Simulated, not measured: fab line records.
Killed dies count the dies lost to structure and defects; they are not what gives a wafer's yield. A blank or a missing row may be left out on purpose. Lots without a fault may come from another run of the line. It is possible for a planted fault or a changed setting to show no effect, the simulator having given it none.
fab line records	flow n5-finfet
record: lots: 7	wafers: 21
route steps=1938 shown ZERO_LAYER@4 WELL_APT@21 FIN_SAQP@108 DUMMY_GATE@225 SD_EPI_N@263
start-h: start of the lot's first displayed wafer, in hours after the record's first day	wait-h: hours from the lot's prior step to this one	" as in the row above	L1.1+2: one row covering several wafers at once	- no value, or no start was given	* or withheld: withheld	< > ~ a bound
route shown NAME@n: names a module that has steps shown in the file, with the first one's number in the route	usual: mean/standard deviation of fault-free wafers	same: alike in all rows	chamber/n: place in a boat	sites: readings site by site	_std_site: standard deviation across them	_edge_site: outer sites' mean less inner sites'	radius-mm: how far each site lies from the wafer's centre	mask NAME#n: copy n	behind: the last tool/chamber to shape the wafer	hold: reason for holding the lot/hours on hold/outcome of the hold	device: the n, p or np transistor that did not switch	end of line: the same wafers' tests at the end of the route	a step without rows: its recipe alone	killed: dies lost to structure and defects at the first sort, not the wafer's yield	map: shows each die of a wafer: x if killed, . if not, _ if none is there
set.NAME: the setting the step ran with; set.NAME@STEP: the setting that earlier step ran with	model.NAME: the simulator's own value behind a step, which no gauge read
lots with deliberately changed settings; one table per step, one row per wafer
== steps ==
step: N5_ZERO_LAYER_PECVD_02
recipe: material: SiO2	target-thk-a: 100	temp-c: 400	precursor: SiH4/N2O	pressure-torr: 0.75	rf-w: 275	time-s: 6
lot.wafer	tool	chamber	start-h	wait-h	set.time-s	model.SiO2_of_ZERO_LAYER_PECVD_02.thk-nm
L075.4	pecvd-01	0	18.31	0.1	6	10.17
L075.5	"	0	"	"	6	10.05
L075.6	"	1	"	"	6	10.02
L076.2	pecvd-01	1	24.28	0.0	6	9.655
L076.3	"	0	"	"	6	9.817
L076.5	"	1	"	"	6	9.822
L077.2	pecvd-02	0	30.28	0.0	6	9.792
L077.3	"	1	"	"	6	9.65
L077.6	"	0	"	"	6	10.13
L080.2	pecvd-03	2	48.28	0.0	6	10.03
L080.3	"	1	"	"	6	9.942
L080.5	"	2	"	"	6.884	11.75
L087.1	pecvd-03	0	90.28	0.0	6	9.897
L087.3	"	2	"	"	6	9.7
L087.4	"	2	"	"	6	9.951
L092.4	pecvd-02	1	120.31	0.1	6.251	10.52
L092.5	"	0	"	"	6	10.16
L092.6	"	2	"	"	6	10.33
L097.1	pecvd-03	2	150.28	0.0	5.67	9.174
L097.4	"	0	"	"	5.67	9.371
L097.6	"	0	"	"	6	9.921
step: N5_ZERO_LAYER_COAT_05
recipe: spin-rpm: 1500	resist-thk-nm: 1000
lot.wafer	tool	chamber	start-h	wait-h	set.spin-rpm	model.coat_of_ZERO_LAYER_COAT_05.thk-nm
L075.4	litho-track-02	0	-	-	1500	1003
L075.5	"	0	"	"	1577	979.4
L075.6	"	0	"	"	1500	1004
L076.2	litho-track-04	0	-	-	1592	974.7
L076.3	"	0	"	"	1592	975.3
L076.5	"	0	"	"	1592	975.9
L077.2+3	litho-track-02	0	-	-	1500	1005
L077.6	"	0	"	"	1500	1004
L080.2	litho-track-04	0	-	-	1500	1004
L080.3	"	0	"	"	1431	1031
L080.5	"	0	"	"	1431	1027
L087.1	litho-track-04	0	-	-	1563	984.4
L087.3	"	0	"	"	1563	984.7
L087.4	"	0	"	"	1500	1005
L092.4	litho-track-04	0	-	-	1635	951.2
L092.5	"	0	"	"	1500	993.6
L092.6	"	0	"	"	1500	997.7
L097.1	litho-track-02	0	-	-	1556	981.5
L097.4	"	0	"	"	1500	1002
L097.6	"	0	"	"	1500	1001
step: N5_ZERO_LAYER_ETCH_18
recipe: chemistry: HBr/Cl2	target: Si	target-depth-a: 1200	time-s: 40	pressure-mtorr: 10	icp-w: 800	bias-w: 75	HBr_flow_sccm: 150	Cl2_flow_sccm: 80
lot.wafer	tool	chamber	start-h	wait-h	set.bias-w	set.spin-rpm@ZERO_LAYER_COAT_05	model.coat_of_ZERO_LAYER_COAT_05.thk-nm
L075.4	rie-si-02	3	19.09	0.0	81.81	1500	932
L075.5	"	3	"	"	81.81	1577	908
L075.6	"	2	"	"	75	1500	934.9
L076.2	rie-si-03	3	24.82	0.0	84.27	1592	904
L076.3	"	1	"	"	84.27	1592	903.9
L076.5	"	2	"	"	75	1592	904.7
L077.2	rie-si-03	2	30.92	0.0	75	1500	934.7
L077.3	"	0	"	"	75	1500	934.4
L077.6	"	2	"	"	75	1500	933.7
L080.2	rie-si-02	0	48.95	0.0	85.96	1500	932.1
L080.3	"	3	"	"	75	1431	961.6
L080.5	"	0	"	"	85.96	1431	954.9
L087.1	rie-si-02	1	90.79	0.0	70.11	1563	915.5
L087.3	"	3	"	"	75	1563	914.7
L087.4	"	0	"	"	75	1500	935.9
L092.4	rie-si-02	1	120.93	0.0	75	1635	881.2
L092.5	"	3	"	"	75	1500	923.2
L092.6	"	2	"	"	66.51	1500	930.5
L097.1	rie-si-02	0	150.92	0.0	75	1556	911.8
L097.4	"	2	"	"	70.39	1500	934
L097.6	"	3	"	"	70.39	1500	931.8
step: N5_ZERO_LAYER_STRIP_24
recipe: chemistry: O2	power-w: 1000	temp-c: 250	overash-fraction: 0.3	pressure-mtorr: 1000	o2-flow-sccm: 6750
usual: strip-time-to-endpoint-s: 43.87/0.1
lot.wafer	tool	chamber	start-h	wait-h	set.spin-rpm@ZERO_LAYER_COAT_05	strip-time-to-endpoint-s
L075.4	plasma-asher-01	1	19.22	0.1	1500	43.90
L075.5	"	0	"	"	1577	43.19
L075.6	"	1	"	"	1500	43.97
L076.2	plasma-asher-01	1	24.92	0.1	1592	43.06
L076.3	"	1	"	"	1592	43.07
L076.5	"	1	"	"	1592	43.07
L077.2	plasma-asher-01	0	31.03	0.1	1500	43.99
L077.3	"	0	"	"	1500	43.97
L077.6	"	0	"	"	1500	43.95
L080.2	plasma-asher-02	0	49.06	0.1	1500	43.90
L080.3	"	1	"	"	1431	44.80
L080.5	"	1	"	"	1431	44.57
L087.1	plasma-asher-02	1	90.89	0.1	1563	43.42
L087.3	"	1	"	"	1563	43.37
L087.4	"	0	"	"	1500	44.02
L092.4	plasma-asher-01	0	121.05	0.1	1635	42.37
L092.5	"	0	"	"	1500	43.63
L092.6	"	1	"	"	1500	43.86
L097.1	plasma-asher-02	1	151.03	0.1	1556	43.30
L097.4	"	0	"	"	1500	43.94
L097.6	"	0	"	"	1500	43.87
step: N5_WELL_APT_COAT_02
recipe: spin-rpm: 1357	resist-thk-nm: 950
lot.wafer	tool	chamber	start-h	wait-h	set.spin-rpm	model.coat_of_WELL_APT_COAT_02.thk-nm
L075.4	litho-track-01	0	-	-	1253	987.4
L075.5	"	0	"	"	1357	951.8
L075.6	"	0	"	"	1357	950.2
L076.2	litho-track-04	0	-	-	1357	952.5
L076.3	"	0	"	"	1357	951
L076.5	"	0	"	"	1357	951.3
L077.2+3	litho-track-03	0	-	-	1357	953.2
L077.6	"	0	"	"	1357	955.7
L080.2	litho-track-04	0	-	-	1209	1010
L080.3	"	0	"	"	1357	953
L080.5	"	0	"	"	1209	1012
L087.1	litho-track-01	0	-	-	1357	947.6
L087.3	"	0	"	"	1357	952.8
L087.4	"	0	"	"	1357	948.2
L092.4	litho-track-03	0	-	-	1483	911.7
L092.5	"	0	"	"	1357	953.7
L092.6	"	0	"	"	1357	952.2
L097.1	litho-track-04	0	-	-	1357	949.1
L097.4	"	0	"	"	1218	1000
L097.6	"	0	"	"	1357	950
step: N5_FIN_SAQP_EXPOSE_13
recipe: mask-id: FIN_CORE	na: 1.35	source-shape: dipole	sigma-inner: 0.538	sigma-outer: 0.738	polarization: te	target-cd-nm: 35.6	dose-mj: 63.25
lot.wafer	tool	chamber	start-h	wait-h	mask	set.dose-mj
L075.4+5	arfi-scanner-03	0	28.40	-	FIN_CORE#0	63.25
L075.6	"	0	"	"	FIN_CORE#0	59.22
L076.2+3	arfi-scanner-02	0	35.31	-	FIN_CORE#0	63.25
L076.5	"	0	"	"	FIN_CORE#0	60.4
L077.2+3+6	arfi-scanner-01	0	39.85	-	FIN_CORE#0	63.25
L080.2	arfi-scanner-01	0	57.54	-	FIN_CORE#0	63.25
L080.3+5	"	0	"	"	FIN_CORE#0	65.15
L087.1+3	arfi-scanner-01	0	102.32	-	FIN_CORE#0	63.25
L087.4	"	0	"	"	FIN_CORE#0	58.69
L092.4+6	arfi-scanner-03	0	130.01	-	FIN_CORE#0	63.25
L092.5	"	0	"	"	FIN_CORE#0	67.82
L097.1+4+6	arfi-scanner-03	0	159.19	-	FIN_CORE#0	63.25
step: N5_FIN_SAQP_PEB_14
recipe: peb-temp-c: withheld	peb-time-s: 60	resist: CAR-ArF
step: N5_FIN_SAQP_DEVELOP_15
recipe: develop-time-s: 30	developer: TMAH	resist: CAR-ArF	dev-temp-c: 23	rinse-liquid: diw	dry: air-spin
step: N5_FIN_SAQP_CD_MEAS_16
recipe: target-cd-nm: 35.6	landing-energy-ev: 500	detector: se-inlens
usual: cd-nm: 35.5/0.34
lot.wafer	tool	chamber	start-h	wait-h	set.dose-mj@FIN_SAQP_EXPOSE_13	cd-nm
L075.4	cd-sem-01	0	28.52	-	63.25	35.4
L075.5	"	0	"	"	63.25	35.2
L075.6	"	0	"	"	59.22	37.2
L076.2	cd-sem-03	0	35.43	-	63.25	35.5
L076.3	"	0	"	"	63.25	35.7
L076.5	"	0	"	"	60.4	36.9
L077.2	cd-sem-02	0	39.97	-	63.25	36.1
L077.3	"	0	"	"	63.25	35.0
L077.6	"	0	"	"	63.25	35.5
L080.2	cd-sem-01	0	57.66	-	63.25	35.4
L080.3	"	0	"	"	65.15	34.8
L080.5	"	0	"	"	65.15	34.8
L087.1	cd-sem-03	0	102.45	-	63.25	35.7
L087.3	"	0	"	"	63.25	35.3
L087.4	"	0	"	"	58.69	37.4
L092.4	cd-sem-02	0	130.12	-	63.25	35.4
L092.5	"	0	"	"	67.82	33.2
L092.6	"	0	"	"	63.25	35.0
L097.1	cd-sem-01	0	159.31	-	63.25	35.4
L097.4	"	0	"	"	63.25	34.7
L097.6	"	0	"	"	63.25	35.6
step: N5_FIN_SAQP_ETCH_52
recipe: chemistry: N2/H2	target: SOC	target-depth-a: 1000	overetch-a: 200	mask-material: SiARC	temp-c: 40	time-s: 150	ion-energy-ev: 200	pressure-mtorr: 30	source-w: 840	bias-w: 150	n2-flow-sccm: 200	h2-flow-sccm: 200	ends: end-point
usual: rf-vpp-V: 523.7/2.3
lot.wafer	tool	chamber	start-h	wait-h	set.source-w	rf-vpp-V
L075.4	rie-diel-05	2	28.69	0.0	965.4	498.6
L075.5	"	2	"	"	840	521.8
L075.6	"	1	"	"	965.4	498.7
L076.2	rie-diel-05	2	35.79	0.0	840	522.0
L076.3	"	0	"	"	714.7	554.4
L076.5	"	2	"	"	714.7	549.9
L077.2	rie-diel-03	1	40.16	0.0	840	525.0
L077.3	"	3	"	"	840	523.0
L077.6	"	1	"	"	840	523.9
L080.2	rie-diel-05	3	58.42	0.0	795.8	536.7
L080.3	"	1	"	"	840	522.0
L080.5	"	1	"	"	840	522.9
L087.1	rie-diel-04	1	102.76	0.0	985.7	502.4
L087.3	"	2	"	"	840	520.5
L087.4	"	0	"	"	985.7	495.5
L092.4	rie-diel-05	1	130.39	0.0	840	522.0
L092.5	"	3	"	"	748.5	547.1
L092.6	"	2	"	"	840	522.8
L097.1	rie-diel-05	3	159.51	0.0	931.6	509.3
L097.4	"	1	"	"	931.6	504.3
L097.6	"	0	"	"	840	526.0
step: N5_DUMMY_GATE_COAT_09
recipe: resist: CAR-EUV	spin-rpm: 1500	resist-thk-nm: 30
lot.wafer	tool	chamber	start-h	wait-h	set.spin-rpm	model.CAR-EUV_of_DUMMY_GATE_COAT_09.thk-nm
L075.4+5	litho-track-05	0	-	-	1657	28.6
L075.6	"	0	"	"	1500	30
L076.2+5	litho-track-02	0	-	-	1356	31.4
L076.3	"	0	"	"	1500	30
L077.2+3	litho-track-02	0	-	-	1500	30.2
L077.6	"	0	"	"	1500	30
L080.2+5	litho-track-05	0	-	-	1665	28.4
L080.3	"	0	"	"	1500	30
L087.1	litho-track-05	0	-	-	1369	31.2
L087.3+4	"	0	"	"	1500	30
L092.4+5+6	litho-track-04	0	-	-	1500	30
L097.1+6	litho-track-05	0	-	-	1587	29
L097.4	"	0	"	"	1500	29.8
step: N5_DUMMY_GATE_EBR_11
recipe: solvent: PGMEA	ebr-width-mm: 1.5
step: N5_DUMMY_GATE_SOFTBAKE_10
recipe: temp-c: 110	time-s: 60	resist: CAR-EUV
step: N5_DUMMY_GATE_DESCUM_20
recipe: chemistry: O2	time-s: 6.2	source-power-w: 50	bias-power-w: 20	pressure-mtorr: 20	rf-frequency-hz: 2.712e+07	temp-c: 40	resist: CAR-EUV	o2-flow-sccm: 225
lot.wafer	tool	chamber	start-h	wait-h	set.spin-rpm@DUMMY_GATE_COAT_09	model.CAR-EUV_of_DUMMY_GATE_COAT_09.thk-nm
L075.4+5	rie-diel-06	3,1	53.19	0.0	1657	25
L075.6	"	2	"	"	1500	26.4
L076.2	rie-diel-02	1	60.49	0.0	1356	27.8
L076.3	"	0	"	"	1500	26.4
L076.5	"	0	"	"	1356	28
L077.2+3	rie-diel-02	0,1	65.24	0.0	1500	26.6
L077.6	"	3	"	"	1500	26.4
L080.2	rie-diel-01	3	83.50	0.0	1665	25
L080.3	"	1	"	"	1500	26.4
L080.5	"	1	"	"	1665	24.8
L087.1	rie-diel-06	1	126.78	0.0	1369	27.8
L087.3+4	"	0,3	"	"	1500	26.4
L092.4+5+6	rie-diel-06	3,3,2	153.64	0.1	1500	26.4
L097.1+6	rie-diel-06	3,0	182.69	0.0	1587	25.4
L097.4	"	0	"	"	1500	26.4
step: N5_SD_EPI_N_COAT_33
recipe: resist: SiARC	temp-c: 220	time-s: 60	spin-rpm: 1500	resist-thk-nm: 35
lot.wafer	tool	chamber	start-h	wait-h	set.spin-rpm	model.SiARC_of_SD_EPI_N_COAT_33.thk-nm
L075.4	litho-track-03	0	-	-	1500	35.2
L075.5	"	0	"	"	1654	33.4
L075.6	"	0	"	"	1500	35
L076.2+3+5	litho-track-01	0	-	-	1500	35
L077.2	litho-track-01	0	-	-	1500	35
L077.3+6	"	0	"	"	1500	34.8
L080.2	litho-track-03	0	-	-	1351	36.8
L080.3	"	0	"	"	1500	35.2
L080.5	"	0	"	"	1351	37
L087.1+3	litho-track-01	0	-	-	1500	35
L087.4	"	0	"	"	1624	33.8
L092.4	litho-track-01	0	-	-	1576	34.2
L092.5	"	0	"	"	1500	35
L092.6	"	0	"	"	1576	34.4
L097.1+4+6	litho-track-01	0	-	-	1500	35
step: N5_SD_EPI_N_DEVELOP_08
recipe: develop-time-s: 30	developer: TMAH	resist: CAR-ArF-block	dev-temp-c: 23	rinse-liquid: diw	dry: air-spin
lot.wafer	tool	chamber	start-h	wait-h	set.develop-time-s
L075.4+5	litho-track-01	0	-	-	23.3
L075.6	"	0	"	"	30
L076.2	litho-track-03	0	-	-	27.67
L076.3+5	"	0	"	"	30
L077.2+3+6	litho-track-01	0	-	-	30
L080.2+3	litho-track-03	0	-	-	30
L080.5	"	0	"	"	35.95
L087.1+3+4	litho-track-03	0	-	-	30
L092.4+5	litho-track-01	0	-	-	33.31
L092.6	"	0	"	"	30
L097.1+6	litho-track-01	0	-	-	30
L097.4	"	0	"	"	33.07
step: N5_SD_EPI_N_DESCUM_14
recipe: chemistry: O2	time-s: 7.9	source-power-w: 50	bias-power-w: 20	pressure-mtorr: 20	rf-frequency-hz: 2.712e+07	temp-c: 40	resist: CAR-ArF-block	o2-flow-sccm: 225
step: N5_SD_EPI_N_ETCH_34
recipe: chemistry: CF4	target: SiARC	target-depth-a: 455	mask-material: CAR-ArF-block	time-s: 75.8	ion-energy-ev: 80	pressure-mtorr: 40	source-w: 545	bias-w: 36	Ar_flow_sccm: 100	cf4-flow-sccm: 100	ends: cleared
usual: etch-rf-on-time-s: 75.3/1.8
lot.wafer	tool	chamber	start-h	wait-h	set.spin-rpm@SD_EPI_N_COAT_33	etch-rf-on-time-s	model.CAR-ArF-block_of_SD_EPI_N_COAT_03.thk-nm	model.etch.depth-nm
L075.4	rie-diel-04	0	56.25	0.0	1500	76.6	111.4	35.13
L075.5	"	1	"	"	1654	71.7	113.2	33.43
L075.6	"	2	"	"	1500	77.5	111.4	35.09
L076.2	rie-diel-03	0	63.09	0.0	1500	74.8	111	35.08
L076.3	"	1	"	"	1500	73.5	111	34.93
L076.5	"	1	"	"	1500	74.0	110.8	35.01
L077.2	rie-diel-03	1	67.49	0.0	1500	73.3	110.6	34.91
L077.3	"	2	"	"	1500	75.2	110.6	34.89
L077.6	"	1	"	"	1500	73.1	110.6	34.86
L080.2	rie-diel-05	3	85.90	0.0	1351	79.4	109.4	36.85
L080.3	"	0	"	"	1500	75.1	111.6	35.12
L080.5	"	0	"	"	1351	78.8	109	36.96
L087.1	rie-diel-03	1	129.39	0.0	1500	74.4	111	35.04
L087.3	"	2	"	"	1500	76.2	111.6	34.94
L087.4	"	0	"	"	1624	72.2	113.2	33.73
L092.4	rie-diel-03	0	155.83	0.0	1576	72.3	112.6	34.23
L092.5	"	1	"	"	1500	74.1	111	35.01
L092.6	"	0	"	"	1576	72.8	111.6	34.33
L097.1	rie-diel-03	0	185.93	0.0	1500	75.0	111.4	35.02
L097.4	"	3	"	"	1500	73.6	111.4	35.04
L097.6	"	3	"	"	1500	73.8	111.4	35.03
step: N5_SD_EPI_N_ETCH_35
recipe: chemistry: N2/H2	target: SOC	overetch-a: 1080	mask-material: SiARC	temp-c: 40	ion-energy-ev: 100	source-w: 3000	bias-w: 133	pressure-mtorr: 20	time-s: 486	n2-flow-sccm: 200	h2-flow-sccm: 200
lot.wafer	tool	chamber	start-h	wait-h	set.spin-rpm@SD_EPI_N_COAT_33	model.SiARC_of_SD_EPI_N_COAT_33.thk-nm
L075.4+6	rie-diel-04	0,2	56.30	0.0	1500	20.2
L075.5	"	1	"	"	1654	18.2
L076.2+5	rie-diel-03	0,1	63.14	0.0	1500	19.2
L076.3	"	1	"	"	1500	19
L077.2+6	rie-diel-03	1	67.55	0.0	1500	19.2
L077.3	"	2	"	"	1500	19.6
L080.2	rie-diel-05	3	85.95	0.0	1351	21
L080.3	"	0	"	"	1500	19.2
L080.5	"	0	"	"	1351	21.2
L087.1	rie-diel-03	1	129.45	0.0	1500	19.4
L087.3	"	2	"	"	1500	19.6
L087.4	"	0	"	"	1624	18.2
L092.4	rie-diel-03	0	155.89	0.0	1576	18.6
L092.5	"	1	"	"	1500	19.2
L092.6	"	0	"	"	1576	18.8
L097.1	rie-diel-03	0	185.99	0.0	1500	19.4
L097.4+6	"	3	"	"	1500	19.6
step: N5_SD_EPI_N_STRIP_36
recipe: chemistry: N2/H2	temp-c: 40	n2-flow-sccm: 200	h2-flow-sccm: 200	rf-frequency-hz: 6e+07
step: N5_SD_EPI_N_ETCHBACK_44
recipe: chemistry: CH3F/O2	mode: anisotropic-etchback	target: SiNx	target-depth-a: 145	stop-on: SiO2	over-etch-frac: 0.3	ion-energy-ev: 120	pressure-mtorr: 30	source-w: 395	bias-w: 73	Ar_flow_sccm: 150	CH3F_flow_sccm: 30	O2_flow_sccm: 20
lot.wafer	tool	chamber	start-h	wait-h	set.spin-rpm@SD_EPI_N_COAT_33	model.SiARC_of_SD_EPI_N_COAT_33.thk-nm
L075.4+6	rie-diel-04	0,2	56.63	0.0	1500	16.4
L075.5	"	1	"	"	1654	14.4
L076.2+5	rie-diel-03	0,1	63.47	0.0	1500	15.4
L076.3	"	1	"	"	1500	15.2
L077.2	rie-diel-03	1	67.87	0.0	1500	15.4
L077.3	"	2	"	"	1500	15.8
L077.6	"	1	"	"	1500	15.2
L080.2+5	rie-diel-05	3,0	86.28	0.0	1351	17.2
L080.3	"	0	"	"	1500	15.2
L087.1	rie-diel-03	1	129.77	0.0	1500	15.6
L087.3	"	2	"	"	1500	15.8
L087.4	"	0	"	"	1624	14.2
L092.4+6	rie-diel-03	0	156.21	0.0	1576	14.8
L092.5	"	1	"	"	1500	15.4
L097.1	rie-diel-03	0	186.31	0.0	1500	15.4
L097.4+6	"	3	"	"	1500	15.8
== key ==
split: step: N5_ZERO_LAYER_PECVD_02	setting: time-s	stated: 6	by: wafer
response: step: N5_ZERO_LAYER_PECVD_02	reading: model.SiO2_of_ZERO_LAYER_PECVD_02.thk-nm	change: +0.116	per: 1%	r: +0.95
split: step: N5_ZERO_LAYER_COAT_05	setting: spin-rpm	stated: 1500	by: wafer
response: step: N5_ZERO_LAYER_COAT_05	reading: model.coat_of_ZERO_LAYER_COAT_05.thk-nm	change: -5	per: 1%	r: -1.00
response: step: N5_ZERO_LAYER_ETCH_18	reading: model.coat_of_ZERO_LAYER_COAT_05.thk-nm	change: -5.17	per: 1%	r: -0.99
response: step: N5_ZERO_LAYER_STRIP_24	reading: strip-time-to-endpoint-s	change: *	per: 1%	r: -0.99
split: step: N5_ZERO_LAYER_ETCH_18	setting: bias-w	stated: 75	by: wafer
response none clear
split: step: N5_WELL_APT_COAT_02	setting: spin-rpm	stated: 1357	by: wafer
response: step: N5_WELL_APT_COAT_02	reading: model.coat_of_WELL_APT_COAT_02.thk-nm	change: -4.91	per: 1%	r: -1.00
split: step: N5_FIN_SAQP_EXPOSE_13	setting: dose-mj	stated: 63.25	by: wafer
response: step: N5_FIN_SAQP_CD_MEAS_16	reading: cd-nm	change: -0.277	per: 1%	r: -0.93
split: step: N5_FIN_SAQP_ETCH_52	setting: source-w	stated: 840	by: wafer
response: step: N5_FIN_SAQP_ETCH_52	reading: rf-vpp-V	change: -1.7	per: 1%	r: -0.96
split: step: N5_DUMMY_GATE_COAT_09	setting: spin-rpm	stated: 1500	by: wafer
response: step: N5_DUMMY_GATE_COAT_09	reading: model.CAR-EUV_of_DUMMY_GATE_COAT_09.thk-nm	change: -0.141	per: 1%	r: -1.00
response: step: N5_DUMMY_GATE_DESCUM_20	reading: model.CAR-EUV_of_DUMMY_GATE_COAT_09.thk-nm	change: -0.147	per: 1%	r: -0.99
split: step: N5_SD_EPI_N_COAT_33	setting: spin-rpm	stated: 1500	by: wafer
response: step: N5_SD_EPI_N_COAT_33	reading: model.SiARC_of_SD_EPI_N_COAT_33.thk-nm	change: -0.16	per: 1%	r: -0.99
response: step: N5_SD_EPI_N_ETCH_34	reading: etch-rf-on-time-s	change: *	per: 1%	r: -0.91
response: step: N5_SD_EPI_N_ETCH_34	reading: model.CAR-ArF-block_of_SD_EPI_N_COAT_03.thk-nm	change: +0.213	per: 1%	r: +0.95
response: step: N5_SD_EPI_N_ETCH_34	reading: model.etch.depth-nm	change: -0.164	per: 1%	r: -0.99
response: step: N5_SD_EPI_N_ETCH_35	reading: model.SiARC_of_SD_EPI_N_COAT_33.thk-nm	change: -0.177	per: 1%	r: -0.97
response: step: N5_SD_EPI_N_ETCHBACK_44	reading: model.SiARC_of_SD_EPI_N_COAT_33.thk-nm	change: -0.187	per: 1%	r: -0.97
split: step: N5_SD_EPI_N_DEVELOP_08	setting: develop-time-s	stated: 30	by: wafer
response none clear
